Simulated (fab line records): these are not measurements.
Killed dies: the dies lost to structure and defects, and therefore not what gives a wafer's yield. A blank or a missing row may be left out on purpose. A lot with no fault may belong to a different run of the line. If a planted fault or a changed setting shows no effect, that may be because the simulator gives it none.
fab line records    flow n5_finfet
record: lots: 11  wafers: 33  last_day: 20
route steps=1938 shown BEOL_M15@1827 MIM_TOP@1836 MIM_TOP_LITHO@1849 MIM_TOP_ETCH@1851 PASSIVATION@1936
lots that met no fault: from a run of the same line without faults
start_h: the number of hours between the record's first day and the start of the first shown wafer of the lot    wait_h: hours from the lot's prior step to this one    " identical to the entry in the row above    L1.1+2: one row covering several wafers at once    - no value present, or no start provided    * or withheld: withheld    < > ~ a bound
route shown NAME@n: a module of which the file shows steps, and the number in the route of the first    usual: average and standard deviation across the fault-free wafers    same: alike in all rows    chamber/n: place in a boat    sites: the reading at each site    _std_site: the values' standard deviation    _edge_site: inner sites' mean taken away from outer sites' mean    radius_mm: for every site, how far away it sits from the centre of the wafer    mask NAME#n: copy n    behind: the tool/chamber that last shaped the wafer    hold: the reason the lot was held/the length of the hold in hours/how it ended    device: which transistor (n, p or np) failed to switch    end of line: tests run on the same wafers once the route is complete    where a step has no rows: the recipe by itself    killed: dies that structure and defects cost at the first sort, which is not the same as the wafer's yield    map: a wafer's dies, x killed, . not, _ none there
set.NAME: setting as actually run; set.NAME@STEP: the setting as run at that earlier step    model.NAME: the simulator's own value behind a step, which no gauge read
the route's steps for a sample of lots (tables are steps, rows are wafers)
services: from which hour (start_h, from the record's first day; less than 0 if before it) a tool's chamber was out of use, for how many hours, and why
== steps ==
step: N5_BEOL_M15_DEP_53
recipe: material: SiCN  target_thk_a: 500  temp_c: withheld  precursor: 3MS/NH3  pressure_torr: 3  rf_w: 675  time_s: 17.8
usual: showerhead_plenum_p_Torr: 4.16/0.032  throttle_valve_pct: 17.9/0.93
same: time_s: 17.8
lot.wafer  tool      chamber  start_h  wait_h  showerhead_plenum_p_Torr  throttle_valve_pct
L323.1     pecvd-04  2        324.95   0.0     4.19                      17.4
L323.2     "         1        "        "       4.18                      20.1
L323.4     "         1        "        "       4.17                      19.8
L326.3     pecvd-04  0        331.51   0.0     4.24                      18.5
L326.5     "         1        "        "       4.17                      20.0
L326.6     "         2        "        "       4.18                      17.2
L329.1     pecvd-02  2        344.91   0.0     4.14                      16.7
L329.3     "         1        "        "       4.15                      17.7
L329.4     "         2        "        "       4.14                      17.1
L332.2     pecvd-03  1        370.30   0.0     4.13                      18.5
L332.3     "         0        "        "       4.17                      19.0
L332.6     "         2        "        "       4.13                      16.3
L335.2     pecvd-03  2        381.42   0.0     4.13                      16.5
L335.4     "         2        "        "       4.13                      16.3
L335.5     "         0        "        "       4.16                      18.7
L337.1     pecvd-03  1        420.96   0.0     4.13                      18.3
L337.4     "         1        "        "       4.12                      18.7
L337.5     "         2        "        "       4.13                      16.5
L338.1     pecvd-03  1        421.59   0.0     4.14                      18.6
L338.4     "         2        "        "       4.13                      16.5
L338.6     "         0        "        "       4.16                      18.7
L343.1     pecvd-02  2        444.77   0.0     4.14                      17.0
L343.2     "         1        "        "       4.16                      18.0
L343.3     "         2        "        "       4.14                      17.1
L342.1     pecvd-02  1        445.14   0.0     4.16                      17.8
L342.2     "         2        "        "       4.14                      17.1
L342.4     "         1        "        "       4.16                      18.0
L344.4     pecvd-02  0        454.37   0.0     4.23                      17.7
L344.5     "         1        "        "       4.16                      18.0
L344.6     "         2        "        "       4.14                      17.0
L341.1     pecvd-02  1        465.20   0.0     4.16                      17.7
L341.4     "         1        "        "       4.18                      17.8
L341.5     "         2        "        "       4.14                      17.2
step: N5_MIM_TOP_ALD_02
recipe: material: Al2O3  target_thk_a: *  temp_c: withheld  ald_precursor_family: TMA  ald_co_reactant: O3  pulse_time_s: withheld  purge_time_s: 3  co_reactant_purge_time_s: withheld  co_reactant_pulse_time_s: 3  ald_cycles: withheld
usual: precursor_pulse_height_rel: 1.000/0.019
lot.wafer  tool       chamber  start_h  wait_h  precursor_pulse_height_rel
L323.1     ald_hk-02  3        327      -       0.988
L323.2     "          1        "        "       0.997
L323.4     "          0        "        "       1.013
L326.3     ald_hk-02  0        335      -       0.984
L326.5     "          1        "        "       1.002
L326.6     "          0        "        "       1.003
L329.1     ald_hk-01  0        347      -       0.987
L329.3     "          1        "        "       1.000
L329.4     "          2        "        "       0.979
L332.2     ald_hk-02  0        373      -       0.992
L332.3     "          2        "        "       0.991
L332.6     "          3        "        "       1.027
L335.2     ald_hk-02  1        383      -       1.001
L335.4     "          2        "        "       1.047
L335.5     "          1        "        "       0.967
L337.1     ald_hk-03  0        423      -       0.988
L337.4     "          2        "        "       1.008
L337.5     "          3        "        "       0.979
L338.1     ald_hk-01  3        423      -       0.984
L338.4     "          1        "        "       1.005
L338.6     "          2        "        "       1.016
L343.1     ald_hk-03  3        448      -       0.999
L343.2     "          1        "        "       0.983
L343.3     "          0        "        "       0.956
L342.1     ald_hk-02  3        448      -       1.001
L342.2     "          0        "        "       0.989
L342.4     "          2        "        "       0.939
L344.4     ald_hk-01  1        456      -       0.987
L344.5     "          1        "        "       1.003
L344.6     "          2        "        "       1.000
L341.1     ald_hk-01  2        467      -       1.000
L341.4     "          0        "        "       1.027
L341.5     "          0        "        "       1.001
step: N5_MIM_TOP_SPUTTER_03
recipe: material: TiN  target_thk_a: 350  temp_c: 200  power_w: 3000  chamber_pressure_pa: 0.49996  gas: Ar  reactive_partial_pa: 0.37997  time_s: 89.7
usual: susceptor_temp_C: 199.98/0.15  throttle_valve_pct: 29.6/1.1
same: time_s: 89.7
lot.wafer  tool            chamber  start_h  wait_h  susceptor_temp_C  throttle_valve_pct
L323.1     pvd_sputter-02  -        327.21   0.0     199.91            29.5
L323.2     "               -        "        "       199.99            30.4
L323.4     "               -        "        "       199.92            28.7
L326.3     pvd_sputter-02  -        336.31   0.0     199.79            30.1
L326.5     "               -        "        "       199.81            31.3
L326.6     "               -        "        "       199.62            30.3
L329.1     pvd_sputter-01  -        348.09   0.0     199.93            28.3
L329.3     "               -        "        "       199.75            29.1
L329.4     "               -        "        "       199.72            30.0
L332.2     pvd_sputter-01  -        373.63   0.0     199.75            28.7
L332.3     "               -        "        "       200.09            30.1
L332.6     "               -        "        "       200.15            31.2
L335.2     pvd_sputter-03  -        385.87   0.0     199.93            30.9
L335.4     "               -        "        "       199.93            29.3
L335.5     "               -        "        "       200.15            29.4
L337.1     pvd_sputter-03  -        426.29   0.0     199.86            30.8
L337.4     "               -        "        "       200.24            29.3
L337.5     "               -        "        "       199.67            29.2
L338.1     pvd_sputter-03  -        426.41   0.0     200.08            30.4
L338.4     "               -        "        "       199.87            29.3
L338.6     "               -        "        "       199.77            28.9
L343.1     pvd_sputter-03  -        450.11   0.0     200.14            29.4
L343.2     "               -        "        "       199.98            27.7
L343.3     "               -        "        "       200.05            30.6
L342.1     pvd_sputter-01  -        450.66   0.0     199.97            29.0
L342.2     "               -        "        "       200.03            28.4
L342.4     "               -        "        "       199.99            29.9
L344.4     pvd_sputter-01  -        457.82   0.0     200.18            29.0
L344.5     "               -        "        "       200.02            29.8
L344.6     "               -        "        "       199.97            31.4
L341.1     pvd_sputter-01  -        469.18   0.0     200.22            29.0
L341.4     "               -        "        "       199.86            31.1
L341.5     "               -        "        "       200.30            28.3
step: N5_MIM_TOP_LITHO_INSPECT_12
recipe: mode: adi  inspect_instrument: macro
usual: raw_defect_count: 2.0/1.5
lot.wafer  tool               chamber  start_h  wait_h  raw_defect_count
L323.1     defect_inspect-02  -        327.85   0.0     0
L323.2     "                  -        "        "       4
L323.4     "                  -        "        "       6
L326.3     defect_inspect-02  -        336.93   0.0     0
L326.5     "                  -        "        "       2
L326.6     "                  -        "        "       4
L329.1     defect_inspect-02  -        348.66   0.0     1
L329.3     "                  -        "        "       2
L329.4     "                  -        "        "       5
L332.2     defect_inspect-02  -        374.20   0.0     3
L332.3     "                  -        "        "       >300
L332.6     "                  -        "        "       3
L335.2     defect_inspect-01  -        386.44   0.0     0
L335.4     "                  -        "        "       >300
L335.5     "                  -        "        "       4
L337.1     defect_inspect-02  -        426.85   0.0     1
L337.4     "                  -        "        "       2
L337.5     "                  -        "        "       2
L338.1     defect_inspect-01  -        427.03   0.0     1
L338.4     "                  -        "        "       3
L338.6     "                  -        "        "       1
L343.1     defect_inspect-01  -        450.68   0.0     2
L343.2     "                  -        "        "       3
L343.3     "                  -        "        "       3
L342.1     defect_inspect-01  -        451.10   0.0     4
L342.2     "                  -        "        "       3
L342.4     "                  -        "        "       5
L344.4     defect_inspect-01  -        458.40   0.0     2
L344.5     "                  -        "        "       4
L344.6     "                  -        "        "       1
L341.1     defect_inspect-02  -        469.75   0.0     0
L341.4     "                  -        "        "       1
L341.5     "                  -        "        "       0
step: N5_MIM_TOP_ETCH_ETCH_00
recipe: chemistry: Cl2/BCl3  target: TiN  target_depth_a: 385  ion_energy_ev: 150  pressure_mtorr: 10  icp_w: 1000  bias_w: 126  Cl2_flow_sccm: 53.25  bcl3_flow_sccm: 21.75  Ar_flow_sccm: 25
usual: drypump_motor_current_A: 6.0/0.52  oes_product_au: 0.82/0.065  throttle_valve_pct: 22.55/0.22
lot.wafer  tool          chamber  start_h  wait_h  drypump_motor_current_A  oes_product_au  rf_hours_counter_h  throttle_valve_pct
L323.1     rie_metal-01  1        327.97   0.1     6.2                      0.76            48                  22.43
L323.2     "             0        "        "       6.7                      0.89            13                  22.65
L323.4     "             0        "        "       6.8                      0.88            -                   22.66
L326.3     rie_metal-03  0        337.11   0.1     5.9                      0.93            -                   22.19
L326.5     "             0        "        "       5.9                      0.93            -                   22.22
L326.6     "             1        "        "       5.1                      0.76            -                   22.49
L329.1     rie_metal-03  1        348.93   0.2     5.1                      0.76            56                  22.53
L329.3     "             1        "        "       5.1                      0.76            -                   22.50
L329.4     "             1        "        "       5.1                      0.76            -                   22.52
L332.2     rie_metal-01  0        374.32   0.1     6.8                      0.87            18                  22.66
L332.3     "             0        "        "       6.8                      0.86            -                   22.68
L332.6     "             0        "        "       6.7                      0.86            -                   22.66
L335.2     rie_metal-02  1        387.01   0.1     6.0                      0.81            37                  22.99
L335.4     "             1        "        "       6.0                      0.81            -                   22.98
L335.5     "             1        "        "       6.1                      0.81            -                   22.98
L337.1     rie_metal-03  1        427.41   0.1     5.1                      0.74            63                  22.51
L337.4     "             0        "        "       5.9                      0.89            -                   22.21
L337.5     "             1        "        "       5.1                      0.74            -                   22.52
L338.1     rie_metal-01  0        427.44   0.1     6.8                      0.84            23                  22.68
L338.4     "             1        "        "       6.1                      0.73            -                   22.45
L338.6     "             0        "        "       6.7                      0.84            -                   22.67
L343.1     rie_metal-03  0        450.80   0.1     5.9                      0.87            12                  22.22
L343.2     "             1        "        "       5.1                      0.74            64                  22.54
L343.3     "             0        "        "       5.9                      0.88            -                   22.23
L342.1     rie_metal-02  0        451.22   0.1     5.7                      0.85            14                  22.43
L342.2     "             1        "        "       6.0                      0.77            42                  23.01
L342.4     "             0        "        "       5.7                      0.85            -                   22.44
L344.4     rie_metal-02  1        458.69   0.1     6.0                      0.78            -                   23.01
L344.5     "             1        "        "       6.1                      0.79            -                   23.01
L344.6     "             0        "        "       5.6                      0.85            -                   22.46
L341.1     rie_metal-03  1        469.93   0.1     5.1                      0.73            66                  22.53
L341.4     "             0        "        "       5.9                      0.87            -                   22.23
L341.5     "             0        "        "       5.9                      0.87            -                   22.23
step: N5_PASSIVATION_PROBE_49
usual: defect_limited_yield: 91.2/1.3  killed_at_M0_to_M3: 34/9.2  killed_at_M4_up: 14/5  killed_at_contacts: 13/6.7  killed_at_front_end: 39/12  killed_at_other: 4/3.3  killed_dies: 104/15  killed_on_rim: 14/3.7  killed_open: 68/12  killed_short: 34/7.5  sort_bin_5_function: 5.2/0.87  sort_bin_6_memory: 3.3/0.63  sort_n_pass: 1076/15  sort_yield_pct: 91.2/1.3
same: gross_dies: 1180  killed_at_back_side: 0  sort_bin_4_leakage[%]: 0  sort_bin_8_speed[%]: 0
lot.wafer  tool       chamber  start_h  wait_h  defect_limited_yield[%]  killed_at_M0_to_M3  killed_at_M4_up  killed_at_contacts  killed_at_front_end  killed_at_other  killed_dies  killed_on_rim  killed_open  killed_short  sort_bin_5_function[%]  sort_bin_6_memory[%]  sort_n_pass  sort_yield_pct[%]
L323.1     prober-01  -        341.58   0.2     92.5                     16                  18               16                  37                   2                89           12             60           29            4.6                     2.7                   1091         92.5
L323.2     prober-01  -        341.63   0.3     91.1                     34                  8                24                  37                   2                105          14             74           31            5.3                     3.3                   1075         91.1
L323.4     prober-01  -        341.73   0.4     92.0                     23                  9                19                  39                   4                94           10             62           27            4.7                     2.4                   1086         92.0
L326.3     prober-01  -        350.22   0.1     91.7                     34                  13               11                  26                   14               98           16             60           36            5.0                     3.1                   1082         91.7
L326.5     prober-01  -        350.32   0.2     89.7                     37                  20               15                  48                   1                121          17             86           31            6.6                     3.6                   1059         89.7
L326.6     prober-01  -        350.37   0.3     91.4                     31                  16               13                  38                   3                101          12             68           30            4.6                     3.7                   1079         91.4
L332.2     prober-02  -        385.19   0.1     92.4                     15                  17               20                  36                   2                90           13             70           19            4.7                     2.8                   1090         92.4
L332.3     prober-02  -        385.24   0.1     83.3                     35                  9                21                  33                   99               197          33             61           38            9.7                     4.1                   983          83.3
L332.6     prober-02  -        385.39   0.3     90.4                     19                  20               10                  63                   1                113          18             86           24            5.8                     3.6                   1067         90.4
L335.2     prober-02  -        395.86   0.1     90.9                     33                  10               8                   53                   3                107          19             52           53            5.3                     3.1                   1073         90.9
L335.4     prober-02  -        395.96   0.2     85.3                     24                  5                21                  24                   100              174          32             57           23            8.3                     3.9                   1006         85.3
L335.5     prober-02  -        396.01   0.2     92.6                     16                  9                23                  33                   6                87           8              55           31            4.6                     2.5                   1093         92.6
L337.1     prober-02  -        439.54   0.0     88.5                     60                  24               9                   36                   7                136          20             85           47            5.6                     5.3                   1044         88.5
L337.4     prober-02  -        439.69   0.2     90.0                     36                  10               10                  57                   5                118          19             74           41            5.2                     4.2                   1062         90.0
L337.5     prober-02  -        439.74   0.2     90.0                     48                  10               5                   46                   9                118          15             80           36            5.5                     4.2                   1062         90.0
L338.1     prober-02  -        439.84   0.3     89.3                     55                  11               9                   48                   3                126          16             83           40            7.4                     2.6                   1054         89.3
L338.4     prober-02  -        439.99   0.5     91.2                     31                  7                10                  50                   6                104          13             59           45            4.8                     3.3                   1076         91.2
L338.6     prober-02  -        440.09   0.6     91.0                     34                  8                10                  51                   3                106          13             68           37            5.1                     3.5                   1074         91.0
L343.1     prober-02  -        463.50   0.0     91.6                     43                  19               11                  21                   5                99           7              63           35            4.7                     3.6                   1081         91.6
L343.2     prober-02  -        463.55   0.1     89.6                     41                  16               18                  45                   3                123          26             75           42            6.2                     3.4                   1057         89.6
L343.3     prober-02  -        463.60   0.1     91.4                     52                  18               7                   23                   2                102          16             64           35            5.6                     2.5                   1078         91.4
killed by level:class
L323.1 MOL_CONTACT_COAG:geometric_particle:open=13 BEOL_M4:geometric_particle:open=8 FIN_SAQP:geometric_particle:open=7 FIN_SAQP:geometric_particle:short=6 GATE_CUT:geometric_particle:short=5 BEOL_M3:geometric_particle:open=5 ILD0:geometric_particle:open=4 STARTING-WAFER:geometric_particle:short=4
L323.2 MOL_CONTACT_COAG:geometric_particle:open=20 BEOL_M2:geometric_particle:open=13 BEOL_M3:geometric_particle:open=9 GATE_CUT:geometric_particle:short=7 STI_FIN_REVEAL:geometric_particle:open=5 DUMMY_GATE:geometric_particle:open=5 STARTING-WAFER:geometric_particle:short=5 FIN_SAQP:geometric_particle:short=4
L323.4 MOL_CONTACT_COAG:geometric_particle:open=13 FIN_SAQP:geometric_particle:open=9 STI_FIN_REVEAL:geometric_particle:open=8 BEOL_M3:geometric_particle:open=6 MOL_CONTACT_COAG:geometric_particle:short=6 FIN_SAQP:geometric_particle:short=4 BEOL_M1:geometric_particle:open=4 BEOL_M4:geometric_particle:open=4
L326.3 MOL_CONTACT_COAG:geometric_particle:open=10 BEOL_M0_SAQP:geometric_particle:short=9 BEOL_M4:geometric_particle:open=9 BEOL_M1:geometric_particle:open=6 BEOL_M0_SAQP:geometric_particle:open=6 BEOL_M3:geometric_particle:open=6 FIN_SAQP:geometric_particle:short=4 STI_FIN_REVEAL:geometric_particle:open=4
L326.5 STI_FIN_REVEAL:geometric_particle:open=14 MOL_CONTACT_COAG:geometric_particle:open=12 BEOL_M4:geometric_particle:open=12 BEOL_M1:geometric_particle:open=10 BEOL_M2:geometric_particle:open=8 FIN_SAQP:geometric_particle:short=7 DUMMY_GATE:geometric_particle:open=7 BEOL_M0_SAQP:geometric_particle:open=7
L326.6 MOL_CONTACT_COAG:geometric_particle:open=12 BEOL_M0:geometric_particle:open=8 FIN_SAQP:geometric_particle:open=7 BEOL_M0_SAQP:geometric_particle:short=7 FIN_SAQP:geometric_particle:short=6 BEOL_M4:geometric_particle:open=6 STI_FIN_REVEAL:geometric_particle:open=4 BEOL_M3:geometric_particle:open=4
L332.2 MOL_CONTACT_COAG:geometric_particle:open=18 FIN_SAQP:geometric_particle:open=13 BEOL_M4:geometric_particle:open=9 STI_FIN_REVEAL:geometric_particle:open=5 DUMMY_GATE:geometric_particle:open=5 BEOL_M3:geometric_particle:open=4 FIN_SAQP:geometric_particle:short=3 BEOL_M0:geometric_particle:open=3
L332.3 MIM_TOP:unspecified=98 MOL_CONTACT_COAG:geometric_particle:open=14 FIN_SAQP:geometric_particle:open=9 BEOL_M3:geometric_particle:open=8 MOL_CONTACT_COAG:geometric_particle:short=7 DUMMY_GATE:geometric_particle:open=6 FIN_SAQP:geometric_particle:short=5 BEOL_M0_SAQP:geometric_particle:open=5
L332.6 FIN_SAQP:geometric_particle:open=27 BEOL_M4:geometric_particle:open=11 STI_FIN_REVEAL:geometric_particle:open=8 MOL_CONTACT_COAG:geometric_particle:open=8 DUMMY_GATE:geometric_particle:open=7 BEOL_M0_SAQP:geometric_particle:open=6 FIN_SAQP:geometric_particle:short=4 DUMMY_GATE:geometric_particle:short=4
L335.2 FIN_SAQP:geometric_particle:short=25 FIN_SAQP:geometric_particle:open=14 BEOL_M0_SAQP:geometric_particle:short=8 MOL_CONTACT_COAG:geometric_particle:open=6 BEOL_M0_SAQP:geometric_particle:open=6 BEOL_M2:geometric_particle:open=5 DUMMY_GATE:geometric_particle:open=3 DUMMY_GATE:geometric_particle:short=3
L335.4 MIM_TOP:unspecified=94 MOL_CONTACT_COAG:geometric_particle:open=20 FIN_SAQP:geometric_particle:open=9 BEOL_M0_SAQP:geometric_particle:open=6 BEOL_M1:geometric_particle:open=6 STI_FIN_REVEAL:geometric_particle:open=4 BEOL_M0_SAQP:geometric_particle:short=4 PAD_METAL:geometric_particle:short=4
L335.5 MOL_CONTACT_COAG:geometric_particle:open=17 FIN_SAQP:geometric_particle:open=13 FIN_SAQP:geometric_particle:short=8 MOL_CONTACT_COAG:geometric_particle:short=6 BEOL_M3:geometric_particle:short=4 STI_FIN_REVEAL:geometric_particle:short=3 DUMMY_GATE:geometric_particle:open=3 MIM_TOP:geometric_particle:open=3
L337.1 BEOL_M0_SAQP:geometric_particle:open=19 BEOL_M0_SAQP:geometric_particle:short=19 BEOL_M4:geometric_particle:open=10 FIN_SAQP:geometric_particle:open=9 BEOL_M3:geometric_particle:open=8 MOL_CONTACT_COAG:geometric_particle:open=7 BEOL_M2:geometric_particle:open=7 STI_FIN_REVEAL:geometric_particle:open=4
L337.4 FIN_SAQP:geometric_particle:open=10 BEOL_M3:geometric_particle:open=9 GATE_CUT:geometric_particle:short=7 FIN_SAQP:geometric_particle:short=6 DUMMY_GATE:geometric_particle:open=6 ILD0:geometric_particle:short=6 MOL_CONTACT_COAG:geometric_particle:open=6 GATE_CUT:geometric_particle:open=5
L337.5 FIN_SAQP:geometric_particle:open=16 BEOL_M3:geometric_particle:open=11 BEOL_M0_SAQP:geometric_particle:open=10 BEOL_M2:geometric_particle:open=9 FIN_SAQP:geometric_particle:short=8 STI_FIN_REVEAL:geometric_particle:open=6 GATE_CUT:geometric_particle:short=5 BEOL_M4:geometric_particle:open=5
L338.1 BEOL_M3:geometric_particle:open=19 FIN_SAQP:geometric_particle:short=15 FIN_SAQP:geometric_particle:open=13 BEOL_M1:geometric_particle:open=9 MOL_CONTACT_COAG:geometric_particle:open=7 BEOL_M2:geometric_particle:open=7 STI_FIN_REVEAL:geometric_particle:open=6 BEOL_M0_SAQP:geometric_particle:short=5
L338.4 FIN_SAQP:geometric_particle:short=18 STI_FIN_REVEAL:geometric_particle:open=11 MOL_CONTACT_COAG:geometric_particle:open=8 BEOL_M0_SAQP:geometric_particle:open=8 BEOL_M0_SAQP:geometric_particle:short=7 BEOL_M2:geometric_particle:open=6 DUMMY_GATE:geometric_particle:open=4 FIN_SAQP:geometric_particle:open=3
L338.6 FIN_SAQP:geometric_particle:open=15 FIN_SAQP:geometric_particle:short=10 BEOL_M3:geometric_particle:open=8 MOL_CONTACT_COAG:geometric_particle:open=7 ILD0:geometric_particle:short=6 BEOL_M2:geometric_particle:open=6 BEOL_M0_SAQP:geometric_particle:open=5 DUMMY_GATE:geometric_particle:open=4
L343.1 BEOL_M2:geometric_particle:open=11 MOL_CONTACT_COAG:geometric_particle:open=9 BEOL_M0_SAQP:geometric_particle:short=9 BEOL_M4:geometric_particle:open=9 BEOL_M0_SAQP:geometric_particle:open=8 FIN_SAQP:geometric_particle:short=6 BEOL_M0:geometric_particle:open=5 BEOL_M3:geometric_particle:open=5
L343.2 MOL_CONTACT_COAG:geometric_particle:open=13 BEOL_M0_SAQP:geometric_particle:short=12 STI_FIN_REVEAL:geometric_particle:open=8 BEOL_M0_SAQP:geometric_particle:open=7 GATE_CUT:geometric_particle:open=6 BEOL_M2:geometric_particle:open=6 BEOL_M4:geometric_particle:open=6 BEOL_M0:geometric_particle:open=5
L343.3 BEOL_M0_SAQP:geometric_particle:short=17 BEOL_M0_SAQP:geometric_particle:open=11 BEOL_M3:geometric_particle:open=11 BEOL_M4:geometric_particle:open=8 BEOL_M0:geometric_particle:open=6 MOL_CONTACT_COAG:geometric_particle:open=5 BEOL_M4:geometric_particle:short=4 STI_FIN_REVEAL:geometric_particle:open=3
== services ==
tool            chamber  start_h  hours  kind
pecvd-04        -        310.65   2.8    pm
ald_hk-03       -        311.86   1.6    repair
ald_hk-01       -        323.36   0.6    repair
rie_metal-02    -        331.27   0.7    repair
rie_metal-03    0        339.24   12.5   repair
pecvd-02        -        345.51   2.8    pm
pecvd-03        2        350.10   5.5    scheduled_down
ald_hk-02       -        352.36   2.8    pm
pecvd-03        -        362.37   1.5    repair
pecvd-04        2        382.90   2.1    scheduled_down
pecvd-03        2        387.41   5.1    repair
pecvd-04        -        401.74   1.5    repair
pecvd-04        -        420.68   0.7    repair
ald_hk-03       -        424.67   3.2    repair
pecvd-02        2        425.19   1.8    repair
pecvd-03        1        428.04   2.1    scheduled_down
pecvd-02        0        434.85   15.5   repair
rie_metal-03    -        444.35   2.2    repair
pvd_sputter-02  -        444.70   7.5    repair
pecvd-02        -        448.57   1.7    repair
pecvd-04        -        448.86   5.5    pm
ald_hk-03       -        454.17   1.2    repair
pecvd-04        2        465.65   5.5    scheduled_down
== key ==
first_sign: step: N5_MIM_TOP_LITHO_INSPECT_12  reading: raw_defect_count  direction: up  sigmas: 99+  usual: 2.0  struck: >300
effect: step: N5_PASSIVATION_PROBE_49  reading: killed_at_other  direction: up  sigmas: 29  usual: 4  struck: 100
more_kills_born_at: N5_MIM_TOP_ALD_02@ald_hk-02: 192
met_at N5_MIM_TOP_ALD_02
struck_lots L332,L335
struck_wafers L332.3,L335.4
not_acting_at N5_BEOL_M15_DEP_53,N5_MIM_TOP_SPUTTER_03,N5_MIM_TOP_ETCH_ETCH_00
fault: kind: chamber_particle_source  tool: ald_hk-02  chamber: 2  onset_h: 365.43  steps: N5_MIM_TOP_ALD_02  rate_per_visit_cm2: 1.3959  end_h: 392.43
